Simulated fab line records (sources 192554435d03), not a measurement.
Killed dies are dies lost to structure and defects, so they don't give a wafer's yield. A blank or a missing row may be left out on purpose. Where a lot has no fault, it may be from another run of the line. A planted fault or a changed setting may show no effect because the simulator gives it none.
Which of the tools did it? / flow n5 finfet / 72 wafers from 24 lots sampled at 5 of the route's 1938 steps

WHAT THE GAUGES READ, wafer by wafer
N5_BEOL_M4_INSPECT_59: inspects for defects (darkfield).
lot=L075; measured=day 8 23:32; on=defect inspect-01; raw defect count=76 67 59
lot=L074; measured=day 9 03:22; on=defect inspect-02; raw defect count=62 59 48
lot=L076; measured=day 9 18:26; on=defect inspect-02; raw defect count=98 70 89
lot=L077; measured=day 9 18:29; on=defect inspect-01; raw defect count=65 65 53
lot=L078; measured=day 10 00:51; on=defect inspect-01; raw defect count=37 43 41
lot=L079; measured=day 10 02:00; on=defect inspect-01; raw defect count=49 51 62
lot=L081; measured=day 10 04:48; on=defect inspect-01; raw defect count=39 51 46
lot=L080; measured=day 10 05:00; on=defect inspect-01; raw defect count=57 70 56
lot=L082; measured=day 10 08:04; on=defect inspect-02; raw defect count=86 44 56
lot=L083; measured=day 11 07:43; on=defect inspect-01; raw defect count=67 85 58
lot=L084; measured=day 12 02:33; on=defect inspect-01; raw defect count=84 121 86
lot=L085; measured=day 12 18:57; on=defect inspect-02; raw defect count=57 64 70
lot=L086; measured=day 12 23:46; on=defect inspect-01; raw defect count=112 68 103
lot=L087; measured=day 13 02:19; on=defect inspect-01; raw defect count=54 48 101
lot=L088; measured=day 13 23:40; on=defect inspect-01; raw defect count=79 73 79
lot=L089; measured=day 14 05:11; on=defect inspect-01; raw defect count=56 86 103
lot=L090; measured=day 14 17:09; on=defect inspect-01; raw defect count=44 53 47
lot=L094; measured=day 14 22:21; on=defect inspect-02; raw defect count=70 51 45
lot=L092; measured=day 15 02:08; on=defect inspect-01; raw defect count=62 20 56
lot=L093; measured=day 15 02:36; on=defect inspect-01; raw defect count=48 56 57
lot=L091; measured=day 15 04:54; on=defect inspect-02; raw defect count=76 53 58
lot=L095; measured=day 15 08:35; on=defect inspect-02; raw defect count=105 133 63
lot=L097; measured=day 15 19:58; on=defect inspect-01; raw defect count=32 37 39
lot=L096; measured=day 16 03:16; on=defect inspect-01; raw defect count=53 34 35

N5_BEOL_M4_RC_MEAS_101.
lot=L075; measured=day 8 23:34; on=prober-01; DIBL_N (mV/V)=34.6 34.2 36.5; DIBL_P (mV/V)=33.6 32.9 36.7; IOFF_N (nA/um)=0.135 0.121 0.167; IOFF_P (nA/um)=0.161 0.154 0.203; ION_N (uA/um)=666 663 674; ION_P (uA/um)=450 452 462; SS_N (mV/dec)=72.3 71.7 72.4; SS_P (mV/dec)=72.7 73.2 73.9; VT_N (mV)=252.2 251.1 250.2; VT_P (mV)=-252.7 -256.1 -251.2
lot=L074; measured=day 9 03:32; on=prober-01; DIBL_N (mV/V)=36.1 35.3 34.3; DIBL_P (mV/V)=36.3 35.3 34.0; IOFF_N (nA/um)=0.164 0.164 0.140; IOFF_P (nA/um)=0.226 0.217 0.194; ION_N (uA/um)=678 682 667; ION_P (uA/um)=466 462 458; SS_N (mV/dec)=71.2 71.3 70.9; SS_P (mV/dec)=72.9 73.2 73.2; VT_N (mV)=249.9 249.6 252.4; VT_P (mV)=-248.1 -246.8 -250.2
lot=L076; measured=day 9 18:37; on=prober-02; DIBL_N (mV/V)=36.3 34.5 35.9; DIBL_P (mV/V)=34.9 32.6 34.7; IOFF_N (nA/um)=0.153 0.122 0.137; IOFF_P (nA/um)=0.215 0.183 0.208; ION_N (uA/um)=677 668 664; ION_P (uA/um)=470 466 461; SS_N (mV/dec)=71.7 70.6 70.9; SS_P (mV/dec)=73.4 73.0 74.0; VT_N (mV)=250.1 249.7 249.9; VT_P (mV)=-252.6 -251.5 -249.6
lot=L077; measured=day 9 18:59; on=prober-01; DIBL_N (mV/V)=35.4 35.3 35.5; DIBL_P (mV/V)=37.2 36.7 36.8; IOFF_N (nA/um)=0.147 0.145 0.142; IOFF_P (nA/um)=0.184 0.182 0.176; ION_N (uA/um)=676 670 670; ION_P (uA/um)=449 456 454; SS_N (mV/dec)=71.5 71.5 72.1; SS_P (mV/dec)=72.9 73.2 73.9; VT_N (mV)=252.4 252.5 255.6; VT_P (mV)=-253.0 -253.3 -251.6
lot=L078; measured=day 10 00:52; on=prober-01; DIBL_N (mV/V)=37.5 37.3 39.3; DIBL_P (mV/V)=36.8 36.6 38.2; IOFF_N (nA/um)=0.145 0.143 0.168; IOFF_P (nA/um)=0.188 0.180 0.201; ION_N (uA/um)=653 662 665; ION_P (uA/um)=450 453 455; SS_N (mV/dec)=71.6 71.6 72.5; SS_P (mV/dec)=73.6 73.6 73.5; VT_N (mV)=254.1 252.0 250.0; VT_P (mV)=-254.0 -252.6 -252.0
lot=L079; measured=day 10 02:20; on=prober-02; DIBL_N (mV/V)=36.7 36.0 35.7; DIBL_P (mV/V)=37.4 36.1 35.6; IOFF_N (nA/um)=0.178 0.155 0.147; IOFF_P (nA/um)=0.258 0.236 0.217; ION_N (uA/um)=679 667 668; ION_P (uA/um)=466 460 460; SS_N (mV/dec)=71.6 71.6 71.5; SS_P (mV/dec)=74.1 73.8 73.6; VT_N (mV)=245.1 250.2 247.7; VT_P (mV)=-243.4 -246.4 -246.2
lot=L081; measured=day 10 04:59; on=prober-02; DIBL_N (mV/V)=35.0 36.5 34.5; DIBL_P (mV/V)=36.0 37.3 36.1; IOFF_N (nA/um)=0.131 0.165 0.131; IOFF_P (nA/um)=0.170 0.196 0.177; ION_N (uA/um)=653 668 650; ION_P (uA/um)=447 458 446; SS_N (mV/dec)=71.3 72.1 71.4; SS_P (mV/dec)=72.8 74.0 74.1; VT_N (mV)=253.0 248.6 252.1; VT_P (mV)=-252.7 -252.3 -253.2
lot=L080; measured=day 10 05:20; on=prober-01; DIBL_N (mV/V)=37.9 37.2 36.4; DIBL_P (mV/V)=36.3 37.1 35.5; IOFF_N (nA/um)=0.179 0.172 0.152; IOFF_P (nA/um)=0.211 0.231 0.203; ION_N (uA/um)=692 684 677; ION_P (uA/um)=467 469 462; SS_N (mV/dec)=71.9 71.8 72.2; SS_P (mV/dec)=73.8 73.4 73.8; VT_N (mV)=249.8 250.0 251.3; VT_P (mV)=-250.3 -247.6 -250.0
lot=L082; measured=day 10 08:15; on=prober-02; DIBL_N (mV/V)=35.1 35.5 36.0; DIBL_P (mV/V)=36.0 35.5 37.3; IOFF_N (nA/um)=0.153 0.151 0.173; IOFF_P (nA/um)=0.219 0.206 0.240; ION_N (uA/um)=669 672 684; ION_P (uA/um)=472 463 472; SS_N (mV/dec)=71.1 71.0 70.8; SS_P (mV/dec)=73.1 73.2 73.6; VT_N (mV)=248.4 249.5 247.6; VT_P (mV)=-247.9 -250.1 -244.8
lot=L083; measured=day 11 07:54; on=prober-02; DIBL_N (mV/V)=36.4 34.4 34.4; DIBL_P (mV/V)=35.8 34.2 33.7; IOFF_N (nA/um)=0.157 0.134 0.129; IOFF_P (nA/um)=0.224 0.198 0.191; ION_N (uA/um)=671 666 661; ION_P (uA/um)=462 465 461; SS_N (mV/dec)=71.4 70.9 71.1; SS_P (mV/dec)=72.4 72.1 72.8; VT_N (mV)=251.7 250.7 250.5; VT_P (mV)=-247.5 -250.9 -251.9
lot=L084; measured=day 12 02:34; on=prober-01; DIBL_N (mV/V)=37.4 38.1 38.0; DIBL_P (mV/V)=37.5 37.9 37.0; IOFF_N (nA/um)=0.188 0.201 0.192; IOFF_P (nA/um)=0.264 0.283 0.258; ION_N (uA/um)=683 684 691; ION_P (uA/um)=474 473 472; SS_N (mV/dec)=71.3 71.3 71.4; SS_P (mV/dec)=72.9 73.1 73.5; VT_N (mV)=245.9 244.1 246.1; VT_P (mV)=-243.1 -245.8 -245.2
lot=L085; measured=day 12 18:58; on=prober-02; DIBL_N (mV/V)=35.2 35.2 36.1; DIBL_P (mV/V)=34.7 36.1 36.3; IOFF_N (nA/um)=0.131 0.147 0.147; IOFF_P (nA/um)=0.185 0.210 0.188; ION_N (uA/um)=658 684 664; ION_P (uA/um)=450 468 453; SS_N (mV/dec)=71.7 70.9 71.8; SS_P (mV/dec)=73.8 73.9 73.7; VT_N (mV)=254.0 251.6 252.1; VT_P (mV)=-251.0 -248.5 -253.5
lot=L086; measured=day 12 23:57; on=prober-02; DIBL_N (mV/V)=36.9 36.4 35.2; DIBL_P (mV/V)=36.0 36.5 34.8; IOFF_N (nA/um)=0.189 0.184 0.161; IOFF_P (nA/um)=0.241 0.248 0.212; ION_N (uA/um)=691 687 682; ION_P (uA/um)=476 469 465; SS_N (mV/dec)=72.0 71.9 71.8; SS_P (mV/dec)=73.2 73.6 73.0; VT_N (mV)=243.7 244.9 248.2; VT_P (mV)=-246.1 -246.3 -247.9
lot=L087; measured=day 13 02:29; on=prober-01; DIBL_N (mV/V)=37.2 37.8 37.4; DIBL_P (mV/V)=37.4 37.3 37.1; IOFF_N (nA/um)=0.169 0.180 0.168; IOFF_P (nA/um)=0.239 0.244 0.236; ION_N (uA/um)=684 679 679; ION_P (uA/um)=459 466 470; SS_N (mV/dec)=72.5 72.3 71.8; SS_P (mV/dec)=73.6 73.9 72.7; VT_N (mV)=247.4 245.2 250.2; VT_P (mV)=-250.6 -247.5 -246.4
lot=L088; measured=day 13 23:42; on=prober-02; DIBL_N (mV/V)=36.7 38.7 35.9; DIBL_P (mV/V)=36.2 38.6 35.9; IOFF_N (nA/um)=0.163 0.209 0.159; IOFF_P (nA/um)=0.195 0.239 0.207; ION_N (uA/um)=665 682 675; ION_P (uA/um)=451 460 461; SS_N (mV/dec)=71.7 72.5 72.3; SS_P (mV/dec)=73.4 73.7 73.2; VT_N (mV)=248.8 246.4 248.9; VT_P (mV)=-249.6 -246.2 -251.1
lot=L089; measured=day 14 05:13; on=prober-01; DIBL_N (mV/V)=36.4 35.2 37.0; DIBL_P (mV/V)=36.7 36.0 38.2; IOFF_N (nA/um)=0.158 0.150 0.183; IOFF_P (nA/um)=0.191 0.186 0.222; ION_N (uA/um)=683 678 688; ION_P (uA/um)=464 459 469; SS_N (mV/dec)=72.2 72.1 72.0; SS_P (mV/dec)=73.5 72.6 74.2; VT_N (mV)=251.5 249.7 247.0; VT_P (mV)=-252.5 -253.6 -250.8
lot=L090; measured=day 14 17:20; on=prober-01; DIBL_N (mV/V)=37.6 37.5 35.9; DIBL_P (mV/V)=37.1 38.0 35.6; IOFF_N (nA/um)=0.161 0.166 0.140; IOFF_P (nA/um)=0.217 0.232 0.205; ION_N (uA/um)=668 672 672; ION_P (uA/um)=463 459 463; SS_N (mV/dec)=72.0 72.5 71.4; SS_P (mV/dec)=73.6 74.2 73.5; VT_N (mV)=248.7 250.3 249.4; VT_P (mV)=-250.7 -246.4 -251.9
lot=L094; measured=day 14 22:32; on=prober-01; DIBL_N (mV/V)=35.8 35.5 34.8; DIBL_P (mV/V)=36.4 34.8 34.7; IOFF_N (nA/um)=0.172 0.154 0.147; IOFF_P (nA/um)=0.200 0.179 0.184; ION_N (uA/um)=682 676 677; ION_P (uA/um)=461 458 464; SS_N (mV/dec)=70.8 71.4 70.5; SS_P (mV/dec)=73.0 73.1 72.1; VT_N (mV)=246.2 247.9 250.8; VT_P (mV)=-253.4 -254.3 -251.8
lot=L092; measured=day 15 02:28; on=prober-02; DIBL_N (mV/V)=36.9 39.5 38.2; DIBL_P (mV/V)=37.5 40.0 38.9; IOFF_N (nA/um)=0.162 0.206 0.186; IOFF_P (nA/um)=0.215 0.265 0.236; ION_N (uA/um)=668 685 674; ION_P (uA/um)=463 464 457; SS_N (mV/dec)=71.9 71.7 71.6; SS_P (mV/dec)=73.5 74.6 74.7; VT_N (mV)=250.5 248.3 249.9; VT_P (mV)=-248.9 -246.1 -248.1
lot=L093; measured=day 15 02:38; on=prober-01; DIBL_N (mV/V)=38.0 35.9 35.7; DIBL_P (mV/V)=38.8 35.7 35.6; IOFF_N (nA/um)=0.173 0.131 0.134; IOFF_P (nA/um)=0.213 0.184 0.183; ION_N (uA/um)=667 659 650; ION_P (uA/um)=454 449 449; SS_N (mV/dec)=71.4 70.8 71.6; SS_P (mV/dec)=73.9 73.0 72.8; VT_N (mV)=249.4 253.3 253.9; VT_P (mV)=-251.8 -254.3 -253.9
lot=L091; measured=day 15 05:05; on=prober-02; DIBL_N (mV/V)=37.2 35.2 37.3; DIBL_P (mV/V)=34.9 33.0 35.3; IOFF_N (nA/um)=0.162 0.126 0.164; IOFF_P (nA/um)=0.192 0.172 0.212; ION_N (uA/um)=673 674 678; ION_P (uA/um)=456 459 460; SS_N (mV/dec)=71.7 71.4 71.6; SS_P (mV/dec)=73.2 73.3 73.9; VT_N (mV)=248.4 256.2 250.0; VT_P (mV)=-251.6 -251.6 -249.3
lot=L095; measured=day 15 08:37; on=prober-01; DIBL_N (mV/V)=36.0 35.2 35.2; DIBL_P (mV/V)=36.6 35.6 35.0; IOFF_N (nA/um)=0.165 0.144 0.141; IOFF_P (nA/um)=0.215 0.190 0.183; ION_N (uA/um)=682 674 679; ION_P (uA/um)=462 462 466; SS_N (mV/dec)=71.3 70.7 71.6; SS_P (mV/dec)=73.0 73.1 73.3; VT_N (mV)=247.6 250.9 252.5; VT_P (mV)=-251.8 -250.1 -251.1
lot=L097; measured=day 15 20:00; on=prober-01; DIBL_N (mV/V)=33.8 35.6 36.2; DIBL_P (mV/V)=35.9 36.3 37.2; IOFF_N (nA/um)=0.157 0.190 0.183; IOFF_P (nA/um)=0.187 0.194 0.204; ION_N (uA/um)=675 668 668; ION_P (uA/um)=459 452 452; SS_N (mV/dec)=70.8 71.2 71.7; SS_P (mV/dec)=73.3 73.7 74.0; VT_N (mV)=248.4 248.9 250.5; VT_P (mV)=-252.7 -254.3 -252.4
lot=L096; measured=day 16 03:17; on=prober-02; DIBL_N (mV/V)=35.3 34.8 34.6; DIBL_P (mV/V)=36.4 34.8 35.8; IOFF_N (nA/um)=0.154 0.143 0.151; IOFF_P (nA/um)=0.208 0.183 0.206; ION_N (uA/um)=679 683 691; ION_P (uA/um)=472 466 466; SS_N (mV/dec)=71.6 70.8 71.3; SS_P (mV/dec)=72.7 72.7 72.1; VT_N (mV)=247.8 248.7 250.1; VT_P (mV)=-249.9 -250.5 -247.9

N5_BEOL_M5_INSPECT_13: inspects for defects (brightfield).
lot=L075; measured=day 9 04:20; on=defect inspect-01; raw defect count=299 292 282
lot=L074; measured=day 9 05:49; on=defect inspect-02; raw defect count=297 425 360
lot=L076; measured=day 9 21:34; on=defect inspect-01; raw defect count=521 379 485
lot=L077; measured=day 9 21:37; on=defect inspect-02; raw defect count=570 419 389
lot=L078; measured=day 10 04:33; on=defect inspect-01; raw defect count=303 316 334
lot=L079; measured=day 10 04:42; on=defect inspect-01; raw defect count=398 364 432
lot=L081; measured=day 10 07:50; on=defect inspect-02; raw defect count=344 264 309
lot=L080; measured=day 10 09:28; on=defect inspect-01; raw defect count=306 489 584
lot=L082; measured=day 10 10:58; on=defect inspect-02; raw defect count=405 366 373
lot=L083; measured=day 11 11:36; on=defect inspect-01; raw defect count=419 336 411
lot=L084; measured=day 12 04:57; on=defect inspect-01; raw defect count=490 502 447
lot=L085; measured=day 12 21:06; on=defect inspect-02; raw defect count=348 363 504
lot=L086; measured=day 13 03:53; on=defect inspect-02; raw defect count=402 352 519
lot=L087; measured=day 13 07:02; on=defect inspect-01; raw defect count=337 328 519
lot=L088; measured=day 14 03:35; on=defect inspect-01; raw defect count=462 526 451
lot=L089; measured=day 14 08:03; on=defect inspect-01; raw defect count=226 329 316
lot=L090; measured=day 14 19:41; on=defect inspect-02; raw defect count=292 400 356
lot=L094; measured=day 15 01:44; on=defect inspect-01; raw defect count=328 296 304
lot=L092; measured=day 15 05:02; on=defect inspect-02; raw defect count=355 264 335
lot=L093; measured=day 15 05:19; on=defect inspect-02; raw defect count=492 385 388
lot=L091; measured=day 15 08:10; on=defect inspect-02; raw defect count=485 439 486
lot=L095; measured=day 15 11:32; on=defect inspect-01; raw defect count=514 452 308
lot=L097; measured=day 15 22:53; on=defect inspect-01; raw defect count=239 360 352
lot=L096; measured=day 16 06:46; on=defect inspect-02; raw defect count=331 314 276

WHICH TOOL RAN EACH LOT (tool, then ch and the chambers of the sampled wafers, then the start)
lot=L075; N5_BEOL_M4_ANNEAL_82=pvd sputter-03, day 8 21:10; N5_BEOL_M4_SPUTTER_96=pvd sputter-03, day 8 22:24
lot=L074; N5_BEOL_M4_ANNEAL_82=pvd sputter-01, day 9 01:03; N5_BEOL_M4_SPUTTER_96=pvd sputter-01, day 9 02:17
lot=L076; N5_BEOL_M4_ANNEAL_82=pvd sputter-03, day 9 15:53; N5_BEOL_M4_SPUTTER_96=pvd sputter-03, day 9 17:07
lot=L077; N5_BEOL_M4_ANNEAL_82=pvd sputter-02, day 9 15:57; N5_BEOL_M4_SPUTTER_96=pvd sputter-02, day 9 17:11
lot=L078; N5_BEOL_M4_ANNEAL_82=pvd sputter-01, day 9 22:31; N5_BEOL_M4_SPUTTER_96=pvd sputter-01, day 9 23:45
lot=L079; N5_BEOL_M4_ANNEAL_82=pvd sputter-03, day 9 23:35; N5_BEOL_M4_SPUTTER_96=pvd sputter-03, day 10 00:49
lot=L081; N5_BEOL_M4_ANNEAL_82=pvd sputter-03, day 10 02:29; N5_BEOL_M4_SPUTTER_96=pvd sputter-03, day 10 03:43
lot=L080; N5_BEOL_M4_ANNEAL_82=pvd sputter-02, day 10 02:32; N5_BEOL_M4_SPUTTER_96=pvd sputter-02, day 10 03:47
lot=L082; N5_BEOL_M4_ANNEAL_82=pvd sputter-03, day 10 05:43; N5_BEOL_M4_SPUTTER_96=pvd sputter-03, day 10 06:58
lot=L083; N5_BEOL_M4_ANNEAL_82=pvd sputter-01, day 11 05:25; N5_BEOL_M4_SPUTTER_96=pvd sputter-01, day 11 06:39
lot=L084; N5_BEOL_M4_ANNEAL_82=pvd sputter-02, day 12 00:14; N5_BEOL_M4_SPUTTER_96=pvd sputter-02, day 12 01:28
lot=L085; N5_BEOL_M4_ANNEAL_82=pvd sputter-01, day 12 16:35; N5_BEOL_M4_SPUTTER_96=pvd sputter-01, day 12 17:50
lot=L086; N5_BEOL_M4_ANNEAL_82=pvd sputter-03, day 12 21:24; N5_BEOL_M4_SPUTTER_96=pvd sputter-03, day 12 22:38
lot=L087; N5_BEOL_M4_ANNEAL_82=pvd sputter-03, day 12 23:59; N5_BEOL_M4_SPUTTER_96=pvd sputter-03, day 13 01:14
lot=L088; N5_BEOL_M4_ANNEAL_82=pvd sputter-01, day 13 21:22; N5_BEOL_M4_SPUTTER_96=pvd sputter-01, day 13 22:36
lot=L089; N5_BEOL_M4_ANNEAL_82=pvd sputter-01, day 14 02:40; N5_BEOL_M4_SPUTTER_96=pvd sputter-01, day 14 03:54
lot=L090; N5_BEOL_M4_ANNEAL_82=pvd sputter-01, day 14 14:43; N5_BEOL_M4_SPUTTER_96=pvd sputter-01, day 14 15:58
lot=L094; N5_BEOL_M4_ANNEAL_82=pvd sputter-02, day 14 19:50; N5_BEOL_M4_SPUTTER_96=pvd sputter-02, day 14 21:04
lot=L092; N5_BEOL_M4_ANNEAL_82=pvd sputter-01, day 14 23:29; N5_BEOL_M4_SPUTTER_96=pvd sputter-01, day 15 00:43
lot=L093; N5_BEOL_M4_ANNEAL_82=pvd sputter-03, day 14 23:37; N5_BEOL_M4_SPUTTER_96=pvd sputter-03, day 15 00:51
lot=L091; N5_BEOL_M4_ANNEAL_82=pvd sputter-03, day 15 02:30; N5_BEOL_M4_SPUTTER_96=pvd sputter-03, day 15 03:44
lot=L095; N5_BEOL_M4_ANNEAL_82=pvd sputter-03, day 15 06:12; N5_BEOL_M4_SPUTTER_96=pvd sputter-03, day 15 07:26
lot=L097; N5_BEOL_M4_ANNEAL_82=pvd sputter-01, day 15 15:38; N5_BEOL_M4_SPUTTER_96=pvd sputter-01, day 15 16:53
lot=L096; N5_BEOL_M4_ANNEAL_82=pvd sputter-03, day 15 23:39; N5_BEOL_M4_SPUTTER_96=pvd sputter-03, day 16 00:53
- N5_BEOL_M4_ANNEAL_82: time 240 s.
- N5_BEOL_M4_SPUTTER_96: material Cu, target thk 4.5 nm, time 8.29 s.

WHAT THE TOOLS THEMSELVES READ (means of the sampled wafers that have a number; where no wafer has one, the mark that the record gives instead)
N5_BEOL_M4_ANNEAL_82.
lot=L075; tool=pvd sputter-03; heater power w (W)=753
lot=L074; tool=pvd sputter-01; heater power w (W)=795
lot=L076; tool=pvd sputter-03; heater power w (W)=709
lot=L077; tool=pvd sputter-02; heater power w (W)=792
lot=L078; tool=pvd sputter-01; heater power w (W)=806
lot=L079; tool=pvd sputter-03; heater power w (W)=687
lot=L081; tool=pvd sputter-03; heater power w (W)=914
lot=L080; tool=pvd sputter-02; heater power w (W)=790
lot=L082; tool=pvd sputter-03; heater power w (W)=672
lot=L083; tool=pvd sputter-01; heater power w (W)=831
lot=L084; tool=pvd sputter-02; heater power w (W)=789
lot=L085; tool=pvd sputter-01; heater power w (W)=801
lot=L086; tool=pvd sputter-03; heater power w (W)=816
lot=L087; tool=pvd sputter-03; heater power w (W)=810
lot=L088; tool=pvd sputter-01; heater power w (W)=782
lot=L089; tool=pvd sputter-01; heater power w (W)=821
lot=L090; tool=pvd sputter-01; heater power w (W)=811
lot=L094; tool=pvd sputter-02; heater power w (W)=818
lot=L092; tool=pvd sputter-01; heater power w (W)=781
lot=L093; tool=pvd sputter-03; heater power w (W)=857
lot=L091; tool=pvd sputter-03; heater power w (W)=870
lot=L095; tool=pvd sputter-03; heater power w (W)=921
lot=L097; tool=pvd sputter-01; heater power w (W)=742
lot=L096; tool=pvd sputter-03; heater power w (W)=820

N5_BEOL_M4_SPUTTER_96.
lot=L075; tool=pvd sputter-03; throttle valve pct (%)=29.8
lot=L074; tool=pvd sputter-01; throttle valve pct (%)=29.8
lot=L076; tool=pvd sputter-03; throttle valve pct (%)=30.1
lot=L077; tool=pvd sputter-02; throttle valve pct (%)=30.4
lot=L078; tool=pvd sputter-01; throttle valve pct (%)=30.3
lot=L079; tool=pvd sputter-03; throttle valve pct (%)=30.4
lot=L081; tool=pvd sputter-03; throttle valve pct (%)=31.3
lot=L080; tool=pvd sputter-02; throttle valve pct (%)=30.3
lot=L082; tool=pvd sputter-03; throttle valve pct (%)=30.4
lot=L083; tool=pvd sputter-01; throttle valve pct (%)=31.5
lot=L084; tool=pvd sputter-02; throttle valve pct (%)=30.3
lot=L085; tool=pvd sputter-01; throttle valve pct (%)=30.2
lot=L086; tool=pvd sputter-03; throttle valve pct (%)=31.1
lot=L087; tool=pvd sputter-03; throttle valve pct (%)=31.0
lot=L088; tool=pvd sputter-01; throttle valve pct (%)=30.1
lot=L089; tool=pvd sputter-01; throttle valve pct (%)=30.7
lot=L090; tool=pvd sputter-01; throttle valve pct (%)=30.5
lot=L094; tool=pvd sputter-02; throttle valve pct (%)=29.4
lot=L092; tool=pvd sputter-01; throttle valve pct (%)=30.2
lot=L093; tool=pvd sputter-03; throttle valve pct (%)=30.5
lot=L091; tool=pvd sputter-03; throttle valve pct (%)=30.8
lot=L095; tool=pvd sputter-03; throttle valve pct (%)=31.2
lot=L097; tool=pvd sputter-01; throttle valve pct (%)=29.3
lot=L096; tool=pvd sputter-03; throttle valve pct (%)=30.5

THE ANSWER, worked out from the rows above alone
Rule: the lots themselves supply what counts as usual. Put in order of their means at a reading, lots are off if they are a third of the lots or fewer, leave a main group of 4 or more, and stand apart from it by a gap of 3 or more times the standard deviation of the main group's means; of several such gaps the widest counts. The tables above print the reading to a certain number of digits; a main group whose means all agree to those digits is not used. Also off: a lot with no number at a reading for which 4 or more lots have one. Where the step has rows for the other lots, those lots are counted as sound. After the gauges, taken in route order, come the tools' own readings; for these a lot's mean is taken, as printed above. At the first step where some lot is off, the reading lying furthest off is the one used; lots without a number count as furthest.
None of the lots is off at any reading shown; this tells nothing.

WHAT THE SIMULATOR HAD PUT IN
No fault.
